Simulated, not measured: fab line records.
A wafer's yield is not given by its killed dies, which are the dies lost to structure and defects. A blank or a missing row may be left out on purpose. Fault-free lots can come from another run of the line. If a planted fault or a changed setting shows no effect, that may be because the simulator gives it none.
A lot that was struck, set against a sound lot || flow nandHarc || 21 steps out of a route of 1159
Sound: the wafers L354.3, L354.5, L354.6. Struck: wafers L345.1, L345.3 (left out: L345.2, a lot-mate that was not struck); the cause follows at the end.
Order at every step that has rows: each side's tool, ch and its chambers, its first start. Under that, the readings that differ: sound wafers || struck wafers || difference of the means || sigmas: that difference in standard deviations of wafers without a fault.
alike: a reading whose means differ by less than 2 such deviations, as well as words and numbers matching on both sides. not compared: withheld readings; readings where some wafer has no value; bounds like >300 that might hide an equal value; numbers whose values overlap and for which the record gives no deviation.
The two part at a step that has a row with sigmas, a row that says differs or no value, or rows on one side only. Non-overlapping numbers with no deviation appear without sigmas and do not part them. Lack of a reading on every wafer of one side parts them only where that side has two or more wafers.

NHARC_P_CONTACT_CMP_24: polishes, t overpolish 30 s, target thk 200 nm.
  sound on cmp-01 ch 1,2,3, day 9 17:02; struck on cmp-01 ch 0,1, day 8 20:53
  alike: motorCurrentA, overpolishRunS, timeToEndpointS
after that, 1 step had no rows for these wafers: NHARC_P_CONTACT_SRD_26.
NHARC_P_CONTACT_INSPECT_27:
  struck on defectInspect-01, day 8 21:17; sound on defectInspect-01, day 9 17:22
  alike: rawDefectCount
then, 8 steps without rows for these wafers: NHARC_P_M0_DEP_00 (deposits SiOC, target thk 150 nm); NHARC_P_M0_DEHYDRATE_01 (time 120 s); NHARC_P_M0_HMDS_02 (time 30 s); NHARC_P_M0_COAT_33 (time 65 s); NHARC_P_M0_COAT_03 (resist thk 90 nm); NHARC_P_M0_SOFTBAKE_04 (time 55 s); NHARC_P_M0_EBR_05; NHARC_P_M0_EXPOSE_06 (exposes mask P M0, target cd 90 nm).
NHARC_P_M0_PEB_07: peb time 65 s.
  sound on lithoTrack-06 ch 0, day 9 18:11; struck on lithoTrack-01 ch 0, day 8 22:21
{"reading": "resistLineTempC (C)", "sound": "23.08 23.11 23.17", "struck": "22.85 22.74", "difference": -0.32, "sigmas": -3}
then, 1 step without rows for these wafers: NHARC_P_M0_DEVELOP_08 (develop time 35 s).
NHARC_P_M0_CD_MEAS_09 targets a cd of 90 nm.
  sound on cdSem-02 ch 0, day 9 18:16; struck on cdSem-03 ch 0, day 8 22:26
{"reading": "cdNm (nm)", "sound": "90.7 90.1 90.5", "struck": "94.5 94.3", "difference": "+4.0", "sigmas": "+7"}
NHARC_P_M0_OVL_MEAS_10: pitch 180 nm.
  struck on overlay-01, day 8 22:31; sound on overlay-01, day 9 18:21
  alike: overlayXNm, overlayYNm
NHARC_P_M0_INSPECT_11:
  struck on defectInspect-02, day 8 22:33; sound on defectInspect-01, day 9 18:23
  alike: rawDefectCount
NHARC_P_M0_DESCUM_14: chemistry O2, time 3 s.
  sound on rieDiel-08 ch 0,2,3, day 9 18:28; struck on rieDiel-09 ch 0,1, day 8 22:37
{"reading": "model.P_M0.cdNm (nm)", "sound": "90.62 90.09 90.52", "struck": "94.7 94.24", "difference": "+4.1", "sigmas": ""}
  alike: chamberPressureMTorr, drypumpMotorCurrentA, oesProductAu, rfVppV, showerheadPlenumPTorr, throttleValvePct
  not compared: rfHoursCounterH
NHARC_P_M0_ETCH_34: etches the open film in N2/H2, target depth 40 nm, overetch 12 nm, time 43.94 s.
  sound on rieDiel-08 ch 0,1,3, day 9 18:32; struck on rieDiel-09 ch 0,2, day 8 22:42
  alike: chamberPressureMTorr, drypumpMotorCurrentA, oesProductAu, rfVppV, showerheadPlenumPTorr, throttleValvePct
  not compared: rfHoursCounterH
NHARC_P_M0_ETCH_15: etches the open film in C4F8/Ar, target depth 150 nm, overetch 15 nm, time 82.5 s.
  sound: rieDiel-08 ch 0,3; struck: rieDiel-09 ch 0,2
{"reading": "model.P_M0.cdNm (nm)", "sound": "90.43 89.8 91.06", "struck": "94.62 94.5", "difference": "+4.13", "sigmas": ""}
  alike: chamberPressureMTorr, oesProductAu, rfVppV
  not compared: rfHoursCounterH
NHARC_P_M0_CD_MEAS_16:
  struck on cdSem-01, day 8 22:55; sound on cdSem-01, day 9 18:45
{"reading": "cdNm (nm)", "sound": "90.5 90.0 90.9", "struck": "94.6 94.3", "difference": "+4.0", "sigmas": "+5"}
-- the record jumps here: 17 days lie between the struck wafers' starts before and after (it left off in module P_M0 and takes up again in module END, whose first step shown is number 1159 of the route) --
NHARC_END_SORT_01:
  the record has rows for the struck wafers here (prober-02 ch 0, day 25 23:42) and none for the sound ones

## WHERE THEY PART
Last at NHARC_END_SORT_01 as far as this record goes, first at NHARC_P_M0_PEB_07.

WHY: what had been put in by the simulator
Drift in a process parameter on lithoTrack-01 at NHARC_P_M0_PEB_07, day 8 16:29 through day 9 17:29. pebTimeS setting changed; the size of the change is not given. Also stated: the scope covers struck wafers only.
